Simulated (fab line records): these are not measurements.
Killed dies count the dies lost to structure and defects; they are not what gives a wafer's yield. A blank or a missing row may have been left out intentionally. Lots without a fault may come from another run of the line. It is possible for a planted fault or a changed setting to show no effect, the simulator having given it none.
Which tool was responsible? ; flow nand_harc ; Sampling: 12 lots, 36 wafers, 6 of 1302 route steps

## WHAT THE GAUGES READ, wafer by wafer
NHARC_A_ONON_D1_THK_MEAS_30: measures by ellipsometry.
lot;measured;on;thk_nm (nm)
L983;day 8 11:31;film_metro-02;996 994 996
L985;day 9 16:01;film_metro-01;1020 1021 1019
L987;day 10 06:41;film_metro-01;985 985 984
L988;day 11 01:27;film_metro-01;1007 1006 1005
L990;day 11 23:50;film_metro-02;979 979 981
L992;day 12 20:06;film_metro-02;1000 1000 1001
L995;day 13 12:53;film_metro-02;656 659 658
L996;day 14 06:23;film_metro-02;642 643 641
L101;day 16 00:40;film_metro-02;1023 1024 1023
L102;day 16 16:59;film_metro-01;1002 1003 1003
L104;day 17 08:28;film_metro-02;1005 1007 1003
L105;day 17 21:34;film_metro-01;997 993 997

NHARC_A_CHANNEL_HOLE_D1_OVL_MEAS_11.
lot;measured;on;overlay_x_nm (nm);overlay_y_nm (nm)
L983;day 8 14:55;overlay-01;0.1 0.1 0.7;-1.5 -1.6 -1.0
L985;day 9 22:51;overlay-01;-0.1 0.1 0.2;0.2 0.0 -0.2
L987;day 10 11:37;overlay-01;0.7 0.8 0.5;-0.1 0.6 -0.2
L988;day 11 04:38;overlay-01;-0.3 -0.1 -0.7;0.9 0.2 0.2
L990;day 12 04:46;overlay-01;0.1 -0.8 -0.4;0.4 0.0 0.2
L992;day 12 23:28;overlay-02;-0.1 -0.8 -0.1;-2.5 -2.8 -2.3
L101;day 16 03:54;overlay-02;-0.7 -0.5 0.0;-0.5 -0.4 -0.4
L102;day 16 22:17;overlay-01;0.3 0.4 0.2;1.0 1.2 1.3
L104;day 17 11:48;overlay-01;1.9 1.7 1.7;0.4 0.5 0.1
L105;day 18 02:56;overlay-02;1.4 1.6 1.8;-1.0 -1.3 -1.0

NHARC_END_SORT_01.
lot;measured;on;killed_at_array;killed_at_other;killed_at_periphery;killed_dies;killed_open;killed_short
L995;day 30 04:56;prober-02;674 675 673;0 0 0;3 2 4;677 677 677;4 5 3;1 2 3
L996;day 30 11:58;prober-02;675 674 675;0 0 0;2 3 2;677 677 677;3 2 1;2 1 2

## WHAT TOOL EACH LOT RAN ON (gives the tool, then ch and the chambers of the sampled wafers, and finally the start)
lot;NHARC_A_ZERO_WELL_ETCH_13;NHARC_A_ONON_D1_DEP_28;NHARC_A_CHANNEL_HOLE_D1_DESCUM_15
L983;rie_si-03 ch 0,2,3, day 7 02:26;pecvd_onon-03 ch 0, day 8 11:04;rie_diel-02 ch 0,1, day 8 15:05
L985;rie_si-01 ch 1,2,3, day 8 03:54;pecvd_onon-02 ch 0, day 9 15:30;rie_diel-10 ch 1,3, day 9 22:58
L987;rie_si-06 ch 1,2,3, day 8 18:33;pecvd_onon-04 ch 0, day 10 06:10;rie_diel-10 ch 0,1,2, day 10 11:43
L988;rie_si-03 ch 0,2,3, day 9 08:58;pecvd_onon-02 ch 0, day 11 00:56;rie_diel-02 ch 1,2,3, day 11 04:46
L990;rie_si-01 ch 0,1,3, day 10 12:56;pecvd_onon-04 ch 0, day 11 23:26;rie_diel-10 ch 0,3, day 12 04:52
L992;rie_si-01 ch 1,3, day 11 10:02;pecvd_onon-02 ch 0, day 12 19:35;rie_diel-02 ch 0,1, day 12 23:34
L995;rie_si-03 ch 1,2,3, day 12 02:16;pecvd_onon-02 ch 0, day 13 12:30;-
L996;rie_si-06 ch 1,3, day 12 18:49;pecvd_onon-02 ch 0, day 14 05:56;-
L101;rie_si-06 ch 0,1,3, day 14 14:05;pecvd_onon-04 ch 0, day 16 00:09;rie_diel-10 ch 1,2, day 16 03:59
L102;rie_si-03 ch 0,1,2, day 15 06:04;pecvd_onon-03 ch 0, day 16 16:29;rie_diel-10 ch 2,3, day 16 22:23
L104;rie_si-01 ch 0,2,3, day 15 22:15;pecvd_onon-04 ch 0, day 17 07:57;rie_diel-10 ch 0,2,3, day 17 11:54
L105;rie_si-06 ch 1,2, day 16 08:02;pecvd_onon-02 ch 0, day 17 21:02;rie_diel-10 ch 0,1,2, day 18 03:02
- NHARC_A_ZERO_WELL_ETCH_13: etches the open film in HBr/Cl2, target depth 120 nm, time 40.1 s.
- NHARC_A_ONON_D1_DEP_28: target thk 1000 nm.
- NHARC_A_CHANNEL_HOLE_D1_DESCUM_15: chemistry O2, time 3 s.

## AS READ BY THE TOOLS THEMSELVES (means over the sampled wafers that have a number; for cases with no such wafer, the mark the record gives instead)
NHARC_A_ZERO_WELL_ETCH_13.
lot;tool;drypump_motor_current_A (A);oes_product_au (a.u.);throttle_valve_pct (%)
L983;rie_si-03;5.5;0.998;26.410
L985;rie_si-01;6.2;0.994;26.404
L987;rie_si-06;6.2;1.001;26.410
L988;rie_si-03;5.5;0.998;26.408
L990;rie_si-01;6.2;0.992;26.406
L992;rie_si-01;6.5;0.998;26.409
L995;rie_si-03;5.8;1.001;26.406
L996;rie_si-06;6.1;0.998;26.422
L101;rie_si-06;6.1;1.008;26.404
L102;rie_si-03;5.5;1.008;26.410
L104;rie_si-01;6.0;0.998;26.403
L105;rie_si-06;6.1;1.015;26.396

NHARC_A_ONON_D1_DEP_28.
lot;tool;n2o_flow_sccm (sccm)
L983;pecvd_onon-03;2003
L985;pecvd_onon-02;1998
L987;pecvd_onon-04;1999
L988;pecvd_onon-02;2003
L990;pecvd_onon-04;2006
L992;pecvd_onon-02;2003
L995;pecvd_onon-02;2000
L996;pecvd_onon-02;2005
L101;pecvd_onon-04;1997
L102;pecvd_onon-03;2004
L104;pecvd_onon-04;2011
L105;pecvd_onon-02;2001

NHARC_A_CHANNEL_HOLE_D1_DESCUM_15.
lot;tool;drypump_motor_current_A (A);oes_product_au (a.u.);rf_vpp_V (V);showerhead_plenum_p_Torr (Torr);throttle_valve_pct (%)
L983;rie_diel-02;5.78;0.994;58.0;1.95;11.299
L985;rie_diel-10;5.47;1.007;57.5;1.87;11.316
L987;rie_diel-10;5.62;1.000;57.7;1.98;11.317
L988;rie_diel-02;5.97;0.991;57.8;1.95;11.314
L990;rie_diel-10;5.46;1.009;57.8;1.90;11.308
L992;rie_diel-02;5.60;0.993;58.0;1.99;11.317
L101;rie_diel-10;5.61;0.995;57.5;2.00;11.315
L102;rie_diel-10;5.42;0.999;57.9;1.91;11.316
L104;rie_diel-10;5.50;1.001;58.4;1.96;11.319
L105;rie_diel-10;5.62;1.002;58.5;1.98;11.310

## THE ANSWER, worked out from the rows above alone
Rule: the usual values come from the lots themselves. The widest of any qualifying gaps counts: lots, ordered by their means at a reading, are off when they make up no more than a third of the lots, leave a main group of 4 or more, and stand apart from it by 3 or more times the standard deviation of that group's means. A main group whose means are all the same, to the digits that the tables above print for the reading, isn't used. Also off: a lot with no number at a reading for which 4 or more lots have one. All remaining lots with rows at the step are treated as sound. First the gauges in route order, then the tools' own readings, where a lot's mean is used as printed above. The first step at which some lot is off is used, and at that step the reading that is off furthest; a lot without a number counts as furthest.
Off: L995, L996 (NHARC_A_ONON_D1_THK_MEAS_30, thk_nm). The main group has a mean of 1001 nm with a standard deviation of 13.
If a tool, at a process step before that reading, ran all the lots that are off and no sound lot after the first of them, it fits. The gauges at NHARC_A_ONON_D1_THK_MEAS_30 are tried like those tools. None of those tried fits.

## WHAT THE SIMULATOR HAD INSERTED
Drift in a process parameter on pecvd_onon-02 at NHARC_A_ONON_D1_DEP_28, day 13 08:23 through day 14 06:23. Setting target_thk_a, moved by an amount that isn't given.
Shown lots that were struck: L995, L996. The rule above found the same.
